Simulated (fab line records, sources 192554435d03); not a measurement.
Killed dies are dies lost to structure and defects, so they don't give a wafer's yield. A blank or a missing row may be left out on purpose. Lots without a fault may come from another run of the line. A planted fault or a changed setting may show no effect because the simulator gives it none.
fab line records | flow n5_finfet
record lots=24 wafers=72 last_day=17
route steps=1938 shown BEOL_M11@1595 BEOL_M12@1618
lots that met no fault: from a run of the same line without faults
start_h: hours from the record's first day to the start of the lot's first wafer shown | wait_h: hours since the lot's step before | " the same as in the row above | L1.1+2: a row that stands for several wafers | - no value, or no start given | * or withheld: withheld | < > ~ a bound
route shown NAME@n: a module of which the file shows steps, and the number in the route of the first | usual: mean/standard deviation of fault-free wafers | same: alike in all rows | chamber/n: place in a boat | sites: the reading at each site | _std_site: their standard deviation | _edge_site: outer sites' mean less inner sites' | radius_mm: how far each site lies from the wafer's centre | mask NAME#n: copy n | behind: the tool/chamber that last shaped the wafer | hold: why the lot was held/for how many hours/how that ended | device: the transistor (n, p or np) that didn't switch | end of line: the same wafers' tests at the end of the route | a step without rows: its recipe alone | killed: dies lost to structure and defects at the first sort, not the wafer's yield | map: a wafer's dies, x killed, . not, _ none there
set.NAME: the setting as run; set.NAME@STEP: as run at that earlier step | model.NAME: the simulator's own value behind a step, which no gauge read
steps of the route over a sample of lots; a table a step, a row a wafer
services: from which hour (start_h, from the record's first day; less than 0 if before it) a tool's chamber was out of use, for how many hours, and why
## steps
# step N5_BEOL_M11_ANNEAL_51
# recipe temp_c=225 time_s=90 ambient=N2
# usual wafer_temp_C_max=225.64/0.2
# same time_s=90
# columns lot.wafer tool chamber start_h wait_h wafer_temp_C_max
L074.1 rtp_anneal-02 0 212.84 0.1 225.98
L074.2 " 0 " " 225.86
L074.3 " 0 " " 225.53
L075.3 rtp_anneal-01 0 218.19 0.3 225.71
L075.4 " 0 " " 225.90
L075.5 " 0 " " 225.50
L076.1 rtp_anneal-02 0 229.78 0.4 225.91
L076.2 " 0 " " 225.46
L076.6 " 0 " " 225.55
L077.1 rtp_anneal-02 0 233.08 0.1 225.93
L077.2 " 0 " " 225.61
L077.6 " 0 " " 225.48
L078.3 rtp_anneal-02 0 241.27 0.1 225.61
L078.4 " 0 " " 225.91
L078.5 " 0 " " 225.60
L079.1 rtp_anneal-02 0 241.45 0.2 225.82
L079.2 " 0 " " 225.55
L079.6 " 0 " " 225.68
L080.2 rtp_anneal-01 0 247.93 0.1 225.53
L080.3 " 0 " " 225.74
L080.4 " 0 " " 225.43
L081.4 rtp_anneal-02 0 261.34 0.2 225.90
L081.5 " 0 " " 225.94
L081.6 " 0 " " 225.79
L082.2 rtp_anneal-02 0 269.65 0.1 225.57
L082.4 " 0 " " 225.43
L082.6 " 0 " " 225.28
L083.2 rtp_anneal-02 0 277.17 0.1 225.49
L083.3 " 0 " " 225.50
L083.4 " 0 " " 225.41
L084.1 rtp_anneal-02 0 286.90 0.1 225.84
L084.3 " 0 " " 225.71
L084.5 " 0 " " 226.01
L086.3 rtp_anneal-01 0 288.08 0.3 225.49
L086.4 " 0 " " 225.75
L086.5 " 0 " " 225.48
L085.4 rtp_anneal-02 0 288.89 0.2 225.73
L085.5 " 0 " " 225.22
L085.6 " 0 " " 225.69
L087.1 rtp_anneal-02 0 303.92 0.6 225.70
L087.2 " 0 " " 225.82
L087.3 " 0 " " 225.63
L088.1 rtp_anneal-02 0 311.47 0.2 225.64
L088.2 " 0 " " 225.69
L088.6 " 0 " " 225.32
L089.1 rtp_anneal-02 0 317.88 0.1 225.82
L089.4 " 0 " " 225.55
L089.6 " 0 " " 226.22
L090.1 rtp_anneal-01 0 321.49 0.1 225.59
L090.3 " 0 " " 225.49
L090.4 " 0 " " 225.52
L091.2 rtp_anneal-01 0 323.64 0.1 225.78
L091.4 " 0 " " 225.68
L091.5 " 0 " " 225.89
L092.2 rtp_anneal-02 0 329.58 0.1 225.71
L092.3 " 0 " " 225.58
L092.6 " 0 " " 225.75
L093.1 rtp_anneal-02 0 334.10 0.7 225.20
L093.5 " 0 " " 225.52
L093.6 " 0 " " 225.13
L095.1 rtp_anneal-01 0 338.00 0.1 225.85
L095.4 " 0 " " 225.64
L095.5 " 0 " " 225.87
L094.1 rtp_anneal-02 0 343.83 0.1 225.47
L094.3 " 0 " " 225.63
L094.4 " 0 " " 225.64
L096.3 rtp_anneal-02 0 359.15 0.6 225.48
L096.5 " 0 " " 225.82
L096.6 " 0 " " 225.56
L097.1 rtp_anneal-01 0 367.34 0.1 225.73
L097.4 " 0 " " 225.77
L097.5 " 0 " " 225.73
# step N5_BEOL_M12_STRIP_63
# recipe chemistry=N2/H2 power_w=1000 temp_c=250 h2_frac=0.65 overash_fraction=0.3 pressure_mtorr=1000 n2_flow_sccm=1750 h2_flow_sccm=3250
# usual drypump_motor_current_A=5.4/0.37 heater_power_w=333/15 oes_product_au=0.693/0.0045 strip_time_to_endpoint_s=42.5/0.91
# columns lot.wafer tool chamber start_h wait_h drypump_motor_current_A heater_power_w oes_product_au rf_hours_counter_h strip_time_to_endpoint_s
L074.1 plasma_asher-02 0 214.62 - 5.7 352 0.695 110 43.1
L074.2 " 1 " " 5.8 319 0.694 110 43.0
L074.3 " 0 " " 5.8 357 0.696 - 43.5
L075.3 plasma_asher-01 0 219.84 - 5.0 313 0.691 - 42.7
L075.4 " 1 " " 5.1 343 0.686 - 41.1
L075.5 " 0 " " 5.0 312 0.682 - 41.4
L076.1 plasma_asher-02 0 231.68 - 5.7 358 0.691 113 43.5
L076.2 " 1 " " 5.8 327 0.698 113 42.9
L076.6 " 0 " " 5.8 350 0.695 - 43.0
L077.1 plasma_asher-02 0 234.81 - 5.8 350 0.694 113 42.9
L077.2 " 1 " " 5.8 331 0.691 113 42.2
L077.6 " 1 " " 5.8 331 0.688 - 42.0
L078.3 plasma_asher-02 1 242.97 - 5.9 325 0.688 - 42.5
L078.4 " 0 " " 5.8 356 0.702 - 43.0
L078.5 " 0 " " 5.7 349 0.692 - 41.8
L079.1 plasma_asher-01 1 243.16 - 5.1 348 0.690 75 44.2
L079.2 " 0 " " 5.0 319 0.699 75 44.4
L079.6 " 1 " " 5.1 344 0.691 - 42.8
L080.2 plasma_asher-01 1 249.89 - 5.1 331 0.689 76 42.5
L080.3 " 0 " " 5.0 315 0.694 - 43.0
L080.4 " 1 " " 5.1 337 0.686 - 43.1
L081.4 plasma_asher-02 0 262.94 - 5.8 357 0.702 - 42.3
L081.5 " 1 " " 5.8 335 0.694 - 41.9
L081.6 " 0 " " 5.7 349 0.697 - 42.2
L082.2 plasma_asher-01 0 271.46 - 5.0 317 0.687 81 42.4
L082.4 " 1 " " 5.1 332 0.689 - 41.7
L082.6 " 1 " " 5.1 348 0.695 - 41.2
L083.2 plasma_asher-01 0 278.72 - 5.0 309 0.699 82 43.5
L083.3 " 1 " " 5.1 344 0.697 - 42.0
L083.4 " 0 " " 5.0 318 0.698 - 42.6
L084.1 plasma_asher-02 1 288.66 - 5.9 340 0.687 124 41.1
L084.3 " 0 " " 5.7 356 0.691 - 41.8
L084.5 " 1 " " 5.8 327 0.693 - 41.8
L086.3 plasma_asher-02 0 289.60 - 5.8 349 0.703 - 45.1
L086.4 " 1 " " 5.8 331 0.694 - 42.7
L086.5 " 0 " " 5.8 354 0.694 - 42.6
L085.4 plasma_asher-01 1 290.72 - 5.1 346 0.693 - 43.0
L085.5 " 0 " " 5.0 317 0.696 - 42.0
L085.6 " 1 " " 5.1 347 0.694 - 41.0
L087.1 plasma_asher-01 0 305.64 - 5.0 310 0.690 87 42.9
L087.2 " 1 " " 5.1 340 0.691 87 44.3
L087.3 " 1 " " 5.1 343 0.697 - 43.1
L088.1 plasma_asher-01 1 313.06 - 5.1 331 0.690 90 41.8
L088.2 " 0 " " 5.0 309 0.695 90 41.3
L088.6 " 1 " " 5.1 345 0.684 - 40.8
L089.1 plasma_asher-01 0 319.65 - 5.0 309 0.696 91 43.8
L089.4 " 1 " " 5.1 348 0.691 - 42.8
L089.6 " 0 " " 5.0 310 0.693 - 42.0
L090.1 plasma_asher-01 0 323.29 - 5.0 320 0.687 91 42.0
L090.3 " 1 " " 5.2 342 0.688 - 42.4
L090.4 " 0 " " 5.0 318 0.694 - 42.5
L091.2 plasma_asher-01 1 325.38 - 5.1 340 0.690 91 43.5
L091.4 " 1 " " 5.1 337 0.689 - 42.4
L091.5 " 0 " " 5.0 307 0.692 - 42.0
L092.2 plasma_asher-02 0 331.18 - 5.8 349 0.701 132 42.8
L092.3 " 0 " " 5.8 362 0.688 - 43.4
L092.6 " 0 " " 5.8 359 0.700 - 42.9
L093.1 plasma_asher-01 0 335.90 - 5.0 313 0.694 94 44.4
L093.5 " 0 " " 5.0 312 0.692 - 42.3
L093.6 " 1 " " 5.1 345 0.695 - 42.6
L095.1 plasma_asher-01 1 339.63 - 5.1 342 0.690 95 42.5
L095.4 " 0 " " 5.0 316 0.689 - 41.6
L095.5 " 1 " " 5.1 333 0.695 - 42.0
L094.1 plasma_asher-02 0 345.56 - 5.8 349 0.697 135 44.1
L094.3 " 1 " " 5.8 329 0.700 - 44.1
L094.4 " 0 " " 5.8 348 0.692 - 43.6
L096.3 plasma_asher-02 1 360.79 - 5.8 335 0.692 - 41.2
L096.5 " 1 " " 5.8 329 0.686 - 40.7
L096.6 " 0 " " 5.8 350 0.690 - 40.5
L097.1 plasma_asher-02 1 369.13 - 5.8 326 0.694 140 43.6
L097.4 " 1 " " 5.8 327 0.697 - 41.5
L097.5 " 0 " " 5.7 356 0.693 - 43.2
# step N5_BEOL_M12_TRENCH_ETCH_34
# recipe chemistry=C4F8/O2/Ar target=SiOC target_depth_a=3189.5 mask_material=SOC pressure_mtorr=30 source_w=3000 bias_w=700 Ar_flow_sccm=400 C4F8_flow_sccm=15 O2_flow_sccm=8 he_inner_torr=15 he_outer_torr=30 time_s=125.5 ion_energy_ev=250
# usual drypump_motor_current_A=5.6/0.47 he_outer_torr=30.00/0.058 oes_product_au=0.77/0.095 rf_vpp_V=664/3.9 showerhead_plenum_p_Torr=3.39/0.13 throttle_valve_pct=24.19/0.26
# same time_s=125.5
# columns lot.wafer tool chamber start_h wait_h drypump_motor_current_A he_outer_torr oes_product_au rf_hours_counter_h rf_vpp_V showerhead_plenum_p_Torr throttle_valve_pct
L074.1 rie_diel-03 0 215.60 0.0 4.7 30.08 0.69 230 668 3.51 24.62
L074.2 " 1 " " 6.4 30.00 0.82 76 670 3.61 24.48
L074.3 " 3 " " 5.0 30.02 0.73 199 664 3.40 24.11
L075.3 rie_diel-03 0 220.93 0.0 4.7 30.00 0.68 232 668 3.51 24.59
L075.4 " 3 " " 5.1 29.97 0.72 201 666 3.40 24.12
L075.5 " 1 " " 6.4 29.91 0.81 - 672 3.61 24.48
L076.1 rie_diel-01 0 233.00 0.0 5.4 30.07 0.89 46 662 3.36 24.37
L076.2 " 1 " " 5.6 30.02 0.74 193 659 3.29 24.40
L076.6 " 1 " " 5.6 30.06 0.75 - 663 3.29 24.42
L077.1 rie_diel-05 1 235.79 0.0 5.4 29.95 0.71 184 664 3.41 24.52
L077.2 " 3 " " 5.8 29.96 0.70 217 665 3.39 24.16
L077.6 " 0 " " 5.6 30.03 0.73 - 658 3.14 23.81
L078.3 rie_diel-01 1 244.06 0.0 5.6 29.96 0.73 197 661 3.29 24.42
L078.4 " 0 " " 5.4 29.94 0.88 50 663 3.36 24.39
L078.5 " 0 " " 5.4 29.99 0.87 - 663 3.36 24.37
L079.1 rie_diel-03 3 244.37 0.0 5.0 30.05 0.72 208 664 3.40 24.14
L079.2 " 1 " " 6.4 29.87 0.81 84 669 3.60 24.49
L079.6 " 0 " " 4.7 30.01 0.68 - 668 3.50 24.63
L080.2 rie_diel-03 2 251.04 0.0 5.9 29.96 0.68 238 667 3.52 24.16
L080.3 " 0 " " 4.7 29.95 0.69 242 668 3.50 24.62
L080.4 " 1 " " 6.4 30.03 0.81 87 669 3.60 24.50
L081.4 rie_diel-03 3 264.18 0.0 5.0 30.09 0.72 215 666 3.39 24.14
L081.5 " 3 " " 5.1 30.00 0.71 - 664 3.39 24.15
L081.6 " 2 " " 5.9 29.85 0.68 - 668 3.52 24.14
L082.2 rie_diel-01 3 272.67 0.0 5.6 29.99 0.84 40 664 3.36 23.86
L082.4 " 1 " " 5.6 30.04 0.73 205 660 3.28 24.42
L082.6 " 3 " " 5.6 29.99 0.85 - 663 3.36 23.87
L083.2 rie_diel-05 0 279.94 0.0 5.7 29.91 0.71 201 657 3.13 23.83
L083.3 " 1 " " 5.5 30.00 0.70 202 665 3.40 24.50
L083.4 " 3 " " 5.8 29.97 0.68 - 664 3.38 24.17
L084.1 rie_diel-01 2 289.79 0.0 6.4 29.98 0.75 154 663 3.28 24.12
L084.3 " 1 " " 5.6 29.94 0.73 211 660 3.28 24.43
L084.5 " 1 " " 5.6 29.99 0.72 - 661 3.28 24.43
L086.3 rie_diel-05 2 290.97 0.0 5.1 29.97 0.99 4 671 3.65 23.83
L086.4 " 0 " " 5.7 29.99 0.71 205 656 3.13 23.84
L086.5 " 1 " " 5.4 30.08 0.70 - 665 3.40 24.54
L085.4 rie_diel-05 0 291.74 0.0 5.7 30.03 0.72 206 657 3.13 23.84
L085.5 " 3 " " 5.8 30.08 0.69 - 665 3.37 24.18
L085.6 " 0 " " 5.7 30.01 0.72 - 657 3.13 23.83
L087.1 rie_diel-05 1 306.92 0.0 5.4 29.97 0.70 211 663 3.40 24.54
L087.2 " 3 " " 5.8 29.91 0.67 244 664 3.37 24.19
L087.3 " 0 " " 5.7 29.96 0.71 210 657 3.13 23.85
L088.1 rie_diel-01 1 314.17 0.0 5.6 29.99 0.72 218 659 3.28 24.44
L088.2 " 0 " " 5.4 29.89 0.85 70 663 3.35 24.41
L088.6 " 2 " " 6.4 29.96 0.75 - 662 3.28 24.12
L089.1 rie_diel-05 0 320.82 0.0 5.7 29.93 0.71 215 657 3.13 23.85
L089.4 " 1 " " 5.5 29.92 0.70 215 664 3.40 24.54
L089.6 " 3 " " 5.8 29.97 0.68 - 664 3.37 24.20
L090.1 rie_diel-01 1 324.40 0.0 5.6 30.02 0.73 221 661 3.27 24.46
L090.3 " 2 " " 6.4 30.01 0.75 165 662 3.28 24.13
L090.4 " 3 " " 5.6 30.14 0.82 57 663 3.36 23.89
L091.2 rie_diel-01 2 326.37 0.0 6.4 30.02 0.74 166 661 3.28 24.12
L091.4 " 1 " " 5.6 30.07 0.71 222 661 3.27 24.45
L091.5 " 3 " " 5.6 30.08 0.82 - 663 3.35 23.89
L092.2 rie_diel-01 0 332.18 0.0 5.4 30.01 0.82 78 664 3.34 24.40
L092.3 " 1 " " 5.6 30.02 0.71 225 661 3.27 24.45
L092.6 " 2 " " 6.4 30.06 0.74 - 659 3.28 24.12
L093.1 rie_diel-03 3 337.02 0.0 5.0 29.96 0.69 244 663 3.38 24.19
L093.5 " 2 " " 5.9 30.03 0.96 - 667 3.51 23.87
L093.6 " 3 " " 5.1 30.04 0.69 - 663 3.38 24.18
L095.1 rie_diel-05 3 340.96 0.0 5.8 30.07 1.04 0 663 3.37 23.79
L095.4 " 0 " " 5.7 30.02 0.69 224 658 3.12 23.85
L095.5 " 2 " " 5.1 29.87 0.95 - 670 3.64 23.86
L094.1 rie_diel-05 1 346.58 0.0 5.5 30.01 0.69 226 663 3.39 24.55
L094.3 " 0 " " 5.7 30.00 0.69 226 657 3.12 23.85
L094.4 " 2 " " 5.1 29.88 0.94 25 672 3.64 23.86
L096.3 rie_diel-01 1 361.88 0.0 5.6 30.01 0.70 239 660 3.27 24.48
L096.5 " 0 " " 5.4 30.04 0.82 - 663 3.34 24.42
L096.6 " 2 " " 6.4 29.95 0.74 - 661 3.27 24.14
L097.1 rie_diel-03 0 370.24 0.0 4.7 29.98 0.91 30 668 3.48 24.31
L097.4 " 1 " " 6.4 29.93 0.76 - 669 3.58 24.54
L097.5 " 0 " " 4.7 29.95 0.90 - 668 3.48 24.31
# step N5_BEOL_M12_ETCH_38
# recipe chemistry=CF4/N2 target=SiCN target_depth_a=687 taper_deg=2 time_s=73.4 ion_energy_ev=150 mask_material=SiO2 pressure_mtorr=40 source_w=430 bias_w=70 Ar_flow_sccm=100 cf4_flow_sccm=60 n2_flow_sccm=60
# usual cf4_flow_sccm=60.01/0.19 drypump_motor_current_A=5.6/0.45 oes_product_au=0.79/0.095 rf_vpp_V=381.5/2.3 showerhead_plenum_p_Torr=2.18/0.089 throttle_valve_pct=15.41/0.24
# same time_s=73.4
# columns lot.wafer tool chamber start_h wait_h cf4_flow_sccm drypump_motor_current_A oes_product_au rf_hours_counter_h rf_vpp_V showerhead_plenum_p_Torr throttle_valve_pct
L074.1 rie_diel-01 0 216.69 - 59.68 5.4 0.87 40 381.0 2.16 15.44
L074.2 " 1 " " 60.18 5.6 0.75 187 380.0 2.11 15.57
L074.3 " 2 " " 60.19 6.4 0.78 131 380.3 2.13 15.42
L075.3 rie_diel-05 3 221.25 - 60.14 5.8 0.69 212 380.5 2.19 15.49
L075.4 " 1 " " 59.97 5.5 0.71 179 382.4 2.20 15.69
L075.5 " 3 " " 60.22 5.8 0.69 - 381.3 2.19 15.47
L076.1 rie_diel-01 2 233.35 - 60.16 6.4 0.77 137 378.5 2.12 15.43
L076.2 " 0 " " 60.06 5.4 0.85 46 380.7 2.16 15.46
L076.6 " 1 " " 59.81 5.6 0.74 - 380.0 2.11 15.59
L077.1 rie_diel-03 1 236.86 - 60.00 6.4 0.81 82 385.7 2.33 15.58
L077.2 " 0 " " 60.19 4.7 0.69 237 383.6 2.27 15.90
L077.6 " 2 " " 59.93 5.9 0.69 - 384.9 2.28 15.48
L078.3 rie_diel-05 1 244.33 - 60.02 5.4 0.70 187 383.6 2.20 15.70
L078.4 " 3 " " 59.64 5.8 0.69 220 381.0 2.19 15.49
L078.5 " 0 " " 60.18 5.7 0.75 - 379.9 2.03 15.20
L079.1 rie_diel-01 3 245.32 - 59.79 5.6 0.86 32 382.0 2.16 15.01
L079.2 " 0 " " 59.91 5.4 0.86 50 381.0 2.16 15.47
L079.6 " 1 " " 59.94 5.6 0.73 - 378.9 2.11 15.62
L080.2 rie_diel-01 2 252.33 - 59.84 6.4 0.77 144 381.4 2.12 15.44
L080.3 " 3 " " 60.08 5.6 0.86 35 380.6 2.16 15.01
L080.4 " 0 " " 59.73 5.4 0.85 53 381.1 2.16 15.46
L081.4 rie_diel-05 0 268.11 - 59.79 5.7 0.73 - 378.1 2.02 15.21
L081.5 " 1 " " 60.18 5.4 0.70 - 382.0 2.19 15.71
L081.6 " 3 " " 60.18 5.8 0.68 - 382.7 2.18 15.52
L082.2 rie_diel-01 2 273.62 - 59.74 6.4 0.77 150 378.4 2.12 15.44
L082.4 " 3 " " 60.03 5.6 0.84 40 381.6 2.16 15.02
L082.6 " 1 " " 60.01 5.6 0.73 - 379.0 2.11 15.59
L083.2 rie_diel-05 3 282.70 - 60.02 5.8 0.68 235 382.1 2.18 15.53
L083.3 " 0 " " 60.24 5.7 0.73 201 378.1 2.02 15.24
L083.4 " 2 " " 60.19 5.1 1.01 0 385.6 2.37 14.93
L084.1 rie_diel-03 2 290.07 - 59.85 5.9 0.67 253 383.2 2.27 15.52
L084.3 " 1 " " 59.69 6.4 0.79 102 385.6 2.32 15.63
L084.5 " 3 " " 59.82 5.0 0.71 - 383.7 2.19 15.51
L086.3 rie_diel-01 0 296.79 - 59.91 5.4 0.84 64 381.5 2.16 15.50
L086.4 " 2 " " 60.07 6.4 0.75 156 379.0 2.12 15.44
L086.5 " 2 " " 59.81 6.4 0.76 - 380.5 2.12 15.45
L085.4 rie_diel-05 0 297.34 - 60.09 5.7 0.72 207 377.9 2.02 15.27
L085.5 " 2 " " 59.89 5.1 0.97 - 387.1 2.36 14.95
L085.6 " 3 " " 60.16 5.8 0.67 - 382.4 2.18 15.53
L087.1 rie_diel-01 1 308.58 - 60.05 5.6 0.72 216 380.9 2.10 15.63
L087.2 " 0 " " 59.77 5.4 0.82 68 380.0 2.16 15.50
L087.3 " 2 " " 59.97 6.4 0.76 160 380.1 2.12 15.46
L088.1 rie_diel-01 0 316.78 - 60.04 5.4 0.83 70 381.4 2.15 15.53
L088.2 " 1 " " 59.98 5.6 0.72 218 378.6 2.10 15.63
L088.6 " 2 " " 59.98 6.4 0.76 - 379.8 2.12 15.47
L089.1 rie_diel-03 1 324.52 - 59.88 6.4 0.78 115 385.3 2.31 15.66
L089.4 " 0 " " 60.24 4.7 0.95 13 383.0 2.26 15.41
L089.6 " 3 " " 59.83 5.0 0.69 - 379.7 2.18 15.54
L090.1 rie_diel-05 2 324.78 - 60.00 5.1 0.94 15 385.6 2.36 14.99
L090.3 " 0 " " 59.97 5.7 0.72 216 377.2 2.02 15.26
L090.4 " 2 " " 59.98 5.1 0.94 - 386.8 2.36 14.98
L091.2 rie_diel-01 0 326.74 - 60.25 5.4 0.82 75 380.9 2.15 15.52
L091.4 " 1 " " 60.24 5.6 0.71 223 379.8 2.10 15.65
L091.5 " 0 " " 60.11 5.4 0.81 - 381.7 2.15 15.52
L092.2 rie_diel-05 0 332.47 - 60.07 5.6 0.72 220 376.7 2.02 15.28
L092.3 " 1 " " 59.66 5.4 0.68 220 379.8 2.18 15.75
L092.6 " 1 " " 59.90 5.5 0.68 - 381.5 2.19 15.76
L093.1 rie_diel-03 2 337.47 - 59.91 5.9 0.97 11 383.2 2.27 15.06
L093.5 " 2 " " 60.14 5.9 0.97 - 382.8 2.27 15.06
L093.6 " 1 " " 59.99 6.4 0.77 - 384.5 2.31 15.66
L095.1 rie_diel-03 0 343.21 - 60.22 4.7 0.93 21 382.7 2.25 15.44
L095.4 " 2 " " 59.81 5.9 0.96 13 383.8 2.27 15.06
L095.5 " 2 " " 60.38 5.9 0.97 - 383.6 2.27 15.06
L094.1 rie_diel-01 0 348.99 - 59.98 5.4 0.81 87 382.2 2.15 15.55
L094.3 " 1 " " 59.88 5.6 0.70 234 381.3 2.09 15.67
L094.4 " 0 " " 60.04 5.4 0.81 - 381.8 2.15 15.54
L096.3 rie_diel-05 2 367.65 - 60.18 5.1 0.89 33 386.5 2.35 15.03
L096.5 " 2 " " 60.23 5.1 0.90 - 385.8 2.35 15.02
L096.6 " 3 " " 60.12 5.8 0.99 - 380.9 2.17 15.04
L097.1 rie_diel-03 2 370.59 - 59.81 5.9 0.94 23 382.6 2.27 15.07
L097.4 " 1 " " 60.06 6.5 0.76 - 385.0 2.31 15.70
L097.5 " 2 " " 60.04 5.9 0.94 - 382.1 2.27 15.05
# step N5_BEOL_M12_DEGAS_41
# recipe ambient=vacuum temp_c=250 time_s=60
# usual heater_power_w=345/29
# same time_s=60
# columns lot.wafer tool chamber start_h wait_h heater_power_w
L074.1 pvd_sputter-01 - 217.25 0.4 368
L074.2 " - " " 303
L074.3 " - " " 344
L075.3 pvd_sputter-01 - 221.45 0.0 371
L075.4 " - " " 402
L075.5 " - " " 304
L076.1 pvd_sputter-03 - 233.89 0.4 308
L076.2 " - " " 369
L076.6 " - " " 368
L077.1 pvd_sputter-01 - 237.41 0.4 376
L077.2 " - " " 308
L077.6 " - " " 364
L078.3 pvd_sputter-03 - 245.22 0.7 312
L078.4 " - " " 308
L078.5 " - " " 317
L079.1 pvd_sputter-03 - 246.18 0.7 314
L079.2 " - " " 367
L079.6 " - " " 315
L080.2 pvd_sputter-02 - 252.53 0.0 358
L080.3 " - " " 356
L080.4 " - " " 313
L081.4 pvd_sputter-02 - 268.66 0.3 320
L081.5 " - " " 351
L081.6 " - " " 350
L082.2 pvd_sputter-01 - 274.12 0.3 360
L082.4 " - " " 339
L082.6 " - " " 355
L083.2 pvd_sputter-02 - 283.01 0.1 345
L083.3 " - " " 351
L083.4 " - " " 355
L084.1 pvd_sputter-03 - 290.42 0.1 362
L084.3 " - " " 311
L084.5 " - " " 366
L086.3 pvd_sputter-02 - 297.22 0.3 319
L086.4 " - " " 354
L086.5 " - " " 351
L085.4 pvd_sputter-02 - 297.96 0.5 341
L085.5 " - " " 346
L085.6 " - " " 345
L087.1 pvd_sputter-02 - 309.27 0.5 343
L087.2 " - " " 351
L087.3 " - " " 351
L088.1 pvd_sputter-01 - 317.10 0.2 353
L088.2 " - " " 412
L088.6 " - " " 406
L089.1 pvd_sputter-02 - 325.08 0.4 341
L089.4 " - " " 344
L089.6 " - " " 338
L090.1 pvd_sputter-01 - 325.35 0.4 340
L090.3 " - " " 298
L090.4 " - " " 403
L091.2 pvd_sputter-01 - 326.93 0.0 399
L091.4 " - " " 333
L091.5 " - " " 360
L092.2 pvd_sputter-02 - 333.35 0.7 358
L092.3 " - " " 350
L092.6 " - " " 346
L093.1 pvd_sputter-03 - 338.00 0.4 315
L093.5 " - " " 314
L093.6 " - " " 364
L095.1 pvd_sputter-01 - 343.76 0.4 312
L095.4 " - " " 367
L095.5 " - " " 397
L094.1 pvd_sputter-02 - 349.53 0.4 316
L094.3 " - " " 344
L094.4 " - " " 356
L096.3 pvd_sputter-01 - 368.04 0.2 302
L096.5 " - " " 404
L096.6 " - " " 351
L097.1 pvd_sputter-02 - 371.20 0.4 351
L097.4 " - " " 340
L097.5 " - " " 316
# step N5_BEOL_M12_SPUTTER_44
# recipe material=Ta target_thk_a=100 temp_c=50 bias_v=80 power_w=15000 chamber_pressure_pa=0.07 time_s=16.13
# usual throttle_valve_pct=30.1/0.97
# same time_s=16.13
# columns lot.wafer tool chamber start_h wait_h throttle_valve_pct
L074.1 pvd_sputter-01 - 217.41 0.0 28.6
L074.2 " - " " 30.7
L074.3 " - " " 30.3
L075.3 pvd_sputter-01 - 221.61 0.0 29.0
L075.4 " - " " 29.8
L075.5 " - " " 30.8
L076.1 pvd_sputter-03 - 234.05 0.0 31.0
L076.2 " - " " 29.7
L076.6 " - " " 29.4
L077.1 pvd_sputter-01 - 237.57 0.0 28.6
L077.2 " - " " 31.0
L077.6 " - " " 28.8
L078.3 pvd_sputter-03 - 245.38 0.0 31.0
L078.4 " - " " 32.1
L078.5 " - " " 30.7
L079.1 pvd_sputter-03 - 246.34 0.0 32.1
L079.2 " - " " 29.3
L079.6 " - " " 32.1
L080.2 pvd_sputter-02 - 252.69 0.0 29.0
L080.3 " - " " 30.7
L080.4 " - " " 29.0
L081.4 pvd_sputter-02 - 268.82 0.0 29.0
L081.5 " - " " 28.9
L081.6 " - " " 30.7
L082.2 pvd_sputter-01 - 274.28 0.0 28.6
L082.4 " - " " 30.4
L082.6 " - " " 30.3
L083.2 pvd_sputter-02 - 283.17 0.0 31.7
L083.3 " - " " 30.8
L083.4 " - " " 29.1
L084.1 pvd_sputter-03 - 290.58 0.0 29.6
L084.3 " - " " 32.0
L084.5 " - " " 29.5
L086.3 pvd_sputter-02 - 297.38 0.0 28.8
L086.4 " - " " 29.1
L086.5 " - " " 29.0
L085.4 pvd_sputter-02 - 298.12 0.0 31.1
L085.5 " - " " 30.6
L085.6 " - " " 31.4
L087.1 pvd_sputter-02 - 309.43 0.0 31.3
L087.2 " - " " 29.1
L087.3 " - " " 30.9
L088.1 pvd_sputter-01 - 317.26 0.0 30.5
L088.2 " - " " 30.1
L088.6 " - " " 29.7
L089.1 pvd_sputter-02 - 325.24 0.0 31.2
L089.4 " - " " 30.8
L089.6 " - " " 31.4
L090.1 pvd_sputter-01 - 325.51 0.0 30.4
L090.3 " - " " 30.8
L090.4 " - " " 29.8
L091.2 pvd_sputter-01 - 327.09 0.0 29.8
L091.4 " - " " 30.4
L091.5 " - " " 29.0
L092.2 pvd_sputter-02 - 333.51 0.0 29.0
L092.3 " - " " 30.5
L092.6 " - " " 29.3
L093.1 pvd_sputter-03 - 338.16 0.0 31.1
L093.5 " - " " 30.9
L093.6 " - " " 29.5
L095.1 pvd_sputter-01 - 343.92 0.0 30.9
L095.4 " - " " 28.8
L095.5 " - " " 30.1
L094.1 pvd_sputter-02 - 349.69 0.0 28.9
L094.3 " - " " 30.4
L094.4 " - " " 29.1
L096.3 pvd_sputter-01 - 368.20 0.0 30.8
L096.5 " - " " 29.8
L096.6 " - " " 30.3
L097.1 pvd_sputter-02 - 371.36 0.0 28.9
L097.4 " - " " 30.8
L097.5 " - " " 28.7
## services
# columns tool chamber start_h hours kind
plasma_asher-01 - 191.91 2.8 pm
rie_diel-03 3 253.29 1.7 repair
rie_diel-01 0 254.88 2.5 repair
rie_diel-05 2 263.90 - clean
rie_diel-05 2 263.90 - consumable_replace:focus_ring
rie_diel-05 2 263.90 - consumable_replace:showerhead
rie_diel-05 2 263.90 18.0 scheduled_down
rie_diel-05 2 263.90 18.0 vent_cycle
rie_diel-03 0 273.64 - clean
rie_diel-03 0 273.64 - consumable_replace:focus_ring
rie_diel-03 0 273.64 16.8 scheduled_down
rie_diel-03 0 273.64 16.8 vent_cycle
pvd_sputter-01 - 289.70 9.5 repair
rie_diel-03 2 290.46 - clean
rie_diel-03 2 290.46 - consumable_replace:focus_ring
rie_diel-03 2 290.46 17.8 scheduled_down
rie_diel-03 2 290.46 17.8 vent_cycle
pvd_sputter-02 - 315.63 3.9 repair
rie_diel-05 3 323.85 - clean
rie_diel-05 3 323.85 - consumable_replace:focus_ring
rie_diel-05 3 323.85 16.2 scheduled_down
rie_diel-05 3 323.85 16.2 vent_cycle
rie_diel-01 3 327.46 48.3 repair
pvd_sputter-02 - 361.31 8.4 repair
## key
fault none
